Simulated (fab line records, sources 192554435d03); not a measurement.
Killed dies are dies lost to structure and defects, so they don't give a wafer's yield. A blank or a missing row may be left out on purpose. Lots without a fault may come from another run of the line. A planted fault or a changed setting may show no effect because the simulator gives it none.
fab line records | flow n5_finfet
record lots=10 wafers=28 last_day=18
route steps=1938 shown BEOL_M4@1043 PASSIVATION@1936
lots that met no fault: from a run of the same line without faults
start_h: hours from the record's first day to the start of the lot's first wafer shown | wait_h: hours since the lot's step before | " the same as in the row above | L1.1+2: a row that stands for several wafers | - no value, or no start given | * or withheld: withheld | < > ~ a bound
route shown NAME@n: a module of which the file shows steps, and the number in the route of the first | usual: mean/standard deviation of fault-free wafers | same: alike in all rows | chamber/n: place in a boat | sites: the reading at each site | _std_site: their standard deviation | _edge_site: outer sites' mean less inner sites' | radius_mm: how far each site lies from the wafer's centre | mask NAME#n: copy n | behind: the tool/chamber that last shaped the wafer | hold: why the lot was held/for how many hours/how that ended | device: the transistor (n, p or np) that didn't switch | end of line: the same wafers' tests at the end of the route | a step without rows: its recipe alone | killed: dies lost to structure and defects at the first sort, not the wafer's yield | map: a wafer's dies, x killed, . not, _ none there
set.NAME: the setting as run; set.NAME@STEP: as run at that earlier step | model.NAME: the simulator's own value behind a step, which no gauge read
steps of the route over a sample of lots; a table a step, a row a wafer
services: from which hour (start_h, from the record's first day; less than 0 if before it) a tool's chamber was out of use, for how many hours, and why
## steps
# step N5_BEOL_M4_STRIP_66
# recipe chemistry=CF4 resist=SiARC power_w=300 bias_power_w=75 pressure_mtorr=50 cf4_flow_sccm=150 rf_frequency_hz=6e+07
# usual cf4_flow_sccm=150.0/0.47 drypump_motor_current_A=5.7/0.44 oes_product_au=0.78/0.066 power_w=300.0/0.88 rf_vpp_V=271.3/1.2 showerhead_plenum_p_Torr=1.80/0.042 throttle_valve_pct=13.65/0.22
# columns lot.wafer tool chamber start_h wait_h cf4_flow_sccm drypump_motor_current_A oes_product_au power_w rf_hours_counter_h rf_vpp_V showerhead_plenum_p_Torr throttle_valve_pct
L873.2 rie_diel-01 2 178.46 0.0 150.1 5.3 0.77 299.2 161 270.0 1.71 13.84
L873.4 " 3 " " 150.4 6.1 0.86 300.9 53 272.2 1.82 13.22
L873.5 " 3 " " 150.4 6.1 0.86 299.6 - 270.2 1.82 13.23
L874.2 rie_diel-02 0 183.67 0.0 150.4 5.9 0.84 300.2 54 272.0 1.82 13.53
L874.5 " 2 " " 149.4 6.3 0.87 300.5 - 273.4 1.90 13.32
L874.6 " 3 " " 149.6 5.4 0.72 299.5 - 271.4 1.79 13.83
L875.2 rie_diel-02 0 188.52 0.0 151.0 5.9 0.84 300.3 56 271.5 1.82 13.54
L875.3 " 3 " " 149.7 5.4 0.72 301.9 170 270.3 1.79 13.80
L875.4 " 2 " " 150.1 6.3 0.86 298.9 25 274.6 1.90 13.36
L879.1 rie_diel-02 1 200.60 0.0 149.6 6.3 0.70 300.4 233 271.8 1.77 13.97
L879.2 " 0 " " 150.5 5.9 0.84 299.5 60 271.0 1.82 13.54
L879.5 " 3 " " 149.8 5.4 0.71 300.1 - 270.8 1.79 13.82
L884.1 rie_diel-01 2 240.67 0.0 149.8 5.3 0.74 300.3 185 269.0 1.71 13.88
L884.2 " 1 " " 149.3 5.3 0.99 300.2 0 272.7 1.83 13.39
L884.4 " 0 " " 150.1 5.1 0.74 301.1 148 271.2 1.78 13.60
L885.2 rie_diel-05 2 244.20 0.0 151.0 5.3 0.82 300.7 83 273.1 1.80 13.51
L885.5 " 3 " " 149.4 6.3 0.76 300.5 - 270.3 1.81 13.77
L887.1 rie_diel-01 3 252.00 0.0 150.1 6.1 0.82 300.8 82 272.1 1.81 13.29
L887.2 " 0 " " 149.6 5.2 0.73 299.4 152 269.7 1.78 13.61
L887.4 " 1 " " 149.5 5.3 0.95 300.1 4 271.8 1.83 13.41
L891.1 rie_diel-01 1 285.96 0.0 150.6 5.3 0.91 298.4 16 272.2 1.83 13.43
L891.3 " 0 " " 149.3 5.2 0.73 301.4 164 271.3 1.78 13.66
L891.6 " 2 " " 149.7 5.2 0.74 301.4 - 269.2 1.70 13.92
L890.2 rie_diel-01 1 289.85 0.0 150.5 5.3 0.91 299.3 17 272.9 1.83 13.43
L890.4 " 2 " " 149.5 5.3 0.73 299.3 201 270.2 1.70 13.92
L890.5 " 1 " " 150.7 5.3 0.91 299.0 - 272.2 1.83 13.44
L893.4 rie_diel-01 1 308.79 0.0 150.2 5.3 0.89 298.8 25 270.3 1.82 13.46
L893.6 " 2 " " 150.1 5.2 0.72 300.7 - 270.2 1.70 13.93
# step N5_BEOL_M4_CD_MEAS_18
# recipe pitch_nm=36 target_cd_nm=18
# usual cd_nm=18.0/0.33
# columns lot.wafer tool chamber start_h wait_h cd_nm
L873.2 cd_sem-02 - 178.71 0.1 18.3
L873.4 " - " " 18.3
L873.5 " - " " 17.9
L874.2 cd_sem-02 - 184.01 0.1 17.8
L874.5 " - " " 18.1
L874.6 " - " " 18.4
L875.2 cd_sem-03 - 188.85 0.1 18.2
L875.3 " - " " 18.3
L875.4 " - " " 18.5
L879.1 cd_sem-03 - 200.94 0.0 18.7
L879.2 " - " " 18.0
L879.5 " - " " 18.0
L884.1 cd_sem-02 - 240.89 0.0 17.6
L884.2 " - " " 17.9
L884.4 " - " " 18.2
L885.2 cd_sem-02 - 244.44 0.1 17.7
L885.5 " - " " 18.7
L887.1 cd_sem-01 - 252.30 0.0 17.5
L887.2 " - " " 17.8
L887.4 " - " " 17.2
L891.1 cd_sem-03 - 286.18 0.0 18.1
L891.3 " - " " 17.9
L891.6 " - " " 18.6
L890.2 cd_sem-02 - 290.08 0.1 17.7
L890.4 " - " " 18.1
L890.5 " - " " 18.0
L893.4 cd_sem-02 - 309.02 0.1 17.6
L893.6 " - " " 18.0
# step N5_BEOL_M4_INSPECT_30
# recipe mode=adi inspect_instrument=brightfield
# usual raw_defect_count=395/89
# columns lot.wafer tool chamber start_h wait_h raw_defect_count
L873.2 defect_inspect-02 - 179.11 0.0 482
L873.4 " - " " 389
L873.5 " - " " 406
L874.2 defect_inspect-01 - 184.55 0.0 410
L874.5 " - " " 420
L874.6 " - " " 435
L875.2 defect_inspect-02 - 189.38 0.0 283
L875.3 " - " " 266
L875.4 " - " " 348
L879.1 defect_inspect-02 - 201.35 0.1 278
L879.2 " - " " 352
L879.5 " - " " 313
L884.1 defect_inspect-02 - 241.43 0.1 400
L884.2 " - " " 491
L884.4 " - " " 475
L885.2 defect_inspect-01 - 244.98 0.1 396
L885.5 " - " " 479
L887.1 defect_inspect-02 - 252.71 0.1 411
L887.2 " - " " 346
L887.4 " - " " 409
L891.1 defect_inspect-01 - 286.59 0.1 311
L891.3 " - " " 366
L891.6 " - " " 322
L890.2 defect_inspect-01 - 290.61 0.0 379
L890.4 " - " " 330
L890.5 " - " " 364
L893.4 defect_inspect-02 - 309.42 0.0 351
L893.6 " - " " 382
# step N5_BEOL_M4_ETCH_70
# recipe chemistry=N2/H2 target=SOC target_depth_a=800 overetch_a=240 mask_material=SiARC temp_c=40 time_s=130 ion_energy_ev=200 pressure_mtorr=30 source_w=840 bias_w=150 n2_flow_sccm=200 h2_flow_sccm=200
# usual drypump_motor_current_A=5.8/0.42 oes_product_au=0.58/0.047 rf_vpp_V=524.4/1.8 showerhead_plenum_p_Torr=2.56/0.067 temp_c=39.99/0.097 throttle_valve_pct=17.89/0.19
# columns lot.wafer tool chamber start_h wait_h drypump_motor_current_A oes_product_au rf_hours_counter_h rf_vpp_V showerhead_plenum_p_Torr temp_c throttle_valve_pct
L873.2 rie_diel-02 2 180.28 0.0 6.3 0.65 22 528.6 2.72 39.98 17.76
L873.4 " 1 " " 6.3 0.52 - 522.9 2.51 40.01 18.05
L873.5 " 2 " " 6.3 0.65 - 527.0 2.72 39.91 17.75
L874.2 rie_diel-02 0 188.57 0.0 5.9 0.63 56 525.2 2.58 36.44 17.71
L874.5 " 3 " " 5.4 0.54 - 522.6 2.54 40.04 18.15
L874.6 " 2 " " 6.3 0.64 - 527.7 2.72 40.01 17.76
L875.2 rie_diel-02 0 189.71 0.0 5.9 0.62 56 524.6 2.58 36.50 17.73
L875.3 " 3 " " 5.4 0.53 171 523.7 2.54 39.97 18.17
L875.4 " 1 " " 6.3 0.52 229 523.5 2.51 40.20 18.05
L879.1 rie_diel-05 2 205.36 0.0 5.3 0.62 70 525.3 2.57 40.02 17.67
L879.2 " 1 " " 5.7 0.54 187 523.5 2.51 40.08 17.81
L879.5 " 3 " " 6.3 0.57 - 524.7 2.56 39.99 17.85
L884.1 rie_diel-05 1 243.62 0.0 5.7 0.54 200 522.4 2.51 40.00 17.80
L884.2 " 2 " " 5.3 0.60 83 525.6 2.56 40.02 17.71
L884.4 " 3 " " 6.3 0.56 144 523.1 2.56 40.17 17.88
L885.2 rie_diel-01 0 248.59 0.0 5.1 0.55 151 522.8 2.54 40.10 17.86
L885.5 " 3 " " 6.1 0.62 - 524.7 2.58 39.98 17.73
L887.1 rie_diel-01 1 256.46 0.0 5.3 0.70 6 525.6 2.59 39.86 17.56
L887.2 " 3 " " 6.1 0.61 83 525.2 2.58 39.96 17.75
L887.4 " 0 " " 5.1 0.54 153 523.4 2.54 40.09 17.87
L891.1 rie_diel-02 1 294.58 0.0 6.3 0.67 11 523.5 2.50 39.98 17.70
L891.3 " 3 " " 5.4 0.51 208 522.2 2.53 39.92 18.24
L891.6 " 1 " " 6.3 0.67 - 521.8 2.50 39.98 17.69
L890.2 rie_diel-01 3 294.62 0.0 6.1 0.60 97 525.0 2.57 40.07 17.77
L890.4 " 2 " " 5.3 0.54 203 520.2 2.43 39.91 18.22
L890.5 " 3 " " 6.1 0.60 - 524.4 2.57 40.02 17.78
L893.4 rie_diel-02 2 311.89 0.0 6.3 0.58 70 527.5 2.70 40.06 17.85
L893.6 " 1 " " 6.3 0.66 - 522.0 2.49 39.96 17.70
# step N5_BEOL_M4_RC_MEAS_101
# usual DIBL_N=36.3/1.7 DIBL_P=36.0/1.9 IOFF_N=0.156/0.028 IOFF_P=0.21/0.036 ION_N=675/11 ION_P=463/7.8 SS_N=71.6/0.59 SS_P=73.2/0.63 VT_N=250/3.1 VT_P=-251/3.4
# columns lot.wafer tool chamber start_h wait_h DIBL_N[mV/V] DIBL_P[mV/V] IOFF_N[nA/um] IOFF_P[nA/um] ION_N[uA/um] ION_P[uA/um] SS_N[mV/dec] SS_P[mV/dec] VT_N[mV] VT_P[mV]
L873.2 prober-02 0 184.73 0.2 38.1 37.9 0.190 0.24 682 470 71.2 73.5 248 -252
L873.4 " 0 " " 34.3 32.5 0.127 0.17 680 463 70.5 72.5 251 -256
L873.5 " 0 " " 36.9 36.6 0.170 0.22 688 466 71.9 73.9 250 -253
L874.2 prober-01 0 193.43 0.2 38.3 36.7 0.177 0.25 682 462 72.0 73.4 245 -245
L874.5 " 0 " " 37.5 34.6 0.157 0.20 679 463 71.4 72.5 250 -250
L874.6 " 0 " " 36.6 35.7 0.146 0.21 673 465 71.5 73.1 249 -248
L875.2 prober-02 0 193.92 0.2 34.2 33.5 0.128 0.19 673 464 71.0 72.3 250 -252
L875.3 " 0 " " 35.6 35.0 0.146 0.22 661 457 71.8 72.8 252 -249
L875.4 " 0 " " 36.1 34.7 0.155 0.21 667 461 71.4 72.6 251 -248
L879.1 prober-02 0 209.78 0.0 37.3 36.2 0.177 0.23 682 471 70.9 73.5 246 -246
L879.2 " 0 " " 36.5 35.0 0.164 0.20 685 467 71.9 72.8 246 -251
L879.5 " 0 " " 36.4 34.8 0.154 0.20 675 465 71.1 73.7 248 -251
L884.1 prober-02 0 248.31 0.0 36.5 37.7 0.165 0.19 676 454 72.8 72.5 252 -251
L884.2 " 0 " " 36.7 37.9 0.153 0.19 670 458 71.7 73.7 251 -252
L884.4 " 0 " " 38.2 39.8 0.193 0.23 677 462 71.7 73.6 246 -251
L885.2 prober-01 0 253.39 0.2 34.1 36.0 0.121 0.21 667 466 70.9 73.4 255 -247
L885.5 " 0 " " 37.0 38.6 0.166 0.26 679 474 72.2 74.2 252 -245
L887.1 prober-02 0 261.07 0.0 34.7 35.2 0.133 0.18 671 453 71.5 73.1 253 -251
L887.2 " 0 " " 34.9 35.9 0.141 0.19 669 463 71.5 73.3 252 -254
L887.4 " 0 " " 35.6 35.2 0.151 0.18 667 458 71.8 73.2 254 -253
L891.1 prober-01 0 298.73 0.0 36.7 35.2 0.144 0.20 683 471 71.3 73.2 250 -248
L891.3 " 0 " " 34.6 33.2 0.118 0.18 669 463 70.9 72.8 254 -251
L891.6 " 0 " " 36.0 34.7 0.136 0.20 680 471 71.5 72.8 252 -249
L890.2 prober-02 0 299.00 0.2 37.6 37.5 0.179 0.24 679 465 71.9 73.8 246 -247
L890.4 " 0 " " 36.6 35.7 0.157 0.22 679 470 71.0 72.6 248 -249
L890.5 " 0 " " 37.2 36.1 0.168 0.23 686 477 72.1 72.5 246 -248
L893.4 prober-01 0 320.54 0.5 36.5 35.5 0.142 0.22 667 466 71.1 72.7 250 -247
L893.6 " 0 " " 41.0 40.2 0.249 0.32 689 478 72.7 74.6 242 -245
# step N5_PASSIVATION_PROBE_49
# usual defect_limited_yield=91.5/1.5 killed_at_M0_to_M3=30/11 killed_at_M4_up=13/4.9 killed_at_contacts=14/6.5 killed_at_front_end=40/11 killed_at_other=3.3/2.7 killed_dies=100/18 killed_open=67/14 killed_short=32/7.8 sort_bin_5_function=5.0/0.97 sort_bin_6_memory=3.2/0.75 sort_n_pass=1080/18 sort_yield_pct=91.5/1.5
# same gross_dies=1180 killed_at_back_side=0 sort_bin_4_leakage[%]=0 sort_bin_8_speed[%]=0
# columns lot.wafer tool chamber start_h wait_h defect_limited_yield[%] killed_at_M0_to_M3 killed_at_M4_up killed_at_contacts killed_at_front_end killed_at_other killed_dies killed_open killed_short sort_bin_5_function[%] sort_bin_6_memory[%] sort_n_pass sort_yield_pct[%]
L874.5 prober-02 - 300.64 0.2 88.8 51 18 11 51 1 132 68 46 5.8 3.5 1048 88.8
# killed by level:class
L874.5 BEOL_M0_SAQP:geometric_particle:short=17 HKMG_FIN:area_etch=17 MOL_CONTACT_COAG:geometric_particle:open=8 STI_FIN_REVEAL:geometric_particle:open=7 BEOL_M3:geometric_particle:open=6 FIN_SAQP:geometric_particle:short=5 FIN_SAQP:geometric_particle:open=5 BEOL_M0_SAQP:geometric_particle:open=5
## services
# columns tool chamber start_h hours kind
rie_diel-02 3 176.47 6.5 repair
rie_diel-05 2 179.93 8.2 repair
rie_diel-02 1 215.45 4.4 repair
rie_diel-01 1 220.56 - clean
rie_diel-01 1 220.56 - consumable_replace:focus_ring
rie_diel-01 1 220.56 19.1 scheduled_down
rie_diel-01 1 220.56 19.1 vent_cycle
rie_diel-01 - 223.56 0.1 repair
rie_diel-02 1 250.21 - clean
rie_diel-02 1 250.21 - consumable_replace:focus_ring
rie_diel-02 1 250.21 13.8 scheduled_down
rie_diel-02 1 250.21 13.8 vent_cycle
rie_diel-02 - 274.83 1.4 repair
## key
first_sign step=N5_BEOL_M4_ETCH_70 reading=temp_c direction=down sigmas=36 usual=* struck=*
effect none on later readings
met_at N5_BEOL_M4_ETCH_70
struck_lots L874,L875
struck_wafers L874.2,L875.2
baseline_loss step=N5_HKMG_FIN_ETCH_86 wafers=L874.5
not_acting_at N5_BEOL_M4_STRIP_66,N5_BEOL_M4_CD_MEAS_18,N5_BEOL_M4_INSPECT_30
fault kind=process_parameter_drift tool=rie_diel-02 chamber=0 onset_h=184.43 steps=N5_BEOL_M4_ETCH_70 channel=temp_c offset=* shape=step end_h=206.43 acts_in=* stated=*
# baseline_loss: these wafers lose ten dies or more at that step, a loss of the line's own and not of a fault; the sort's usual values leave them out
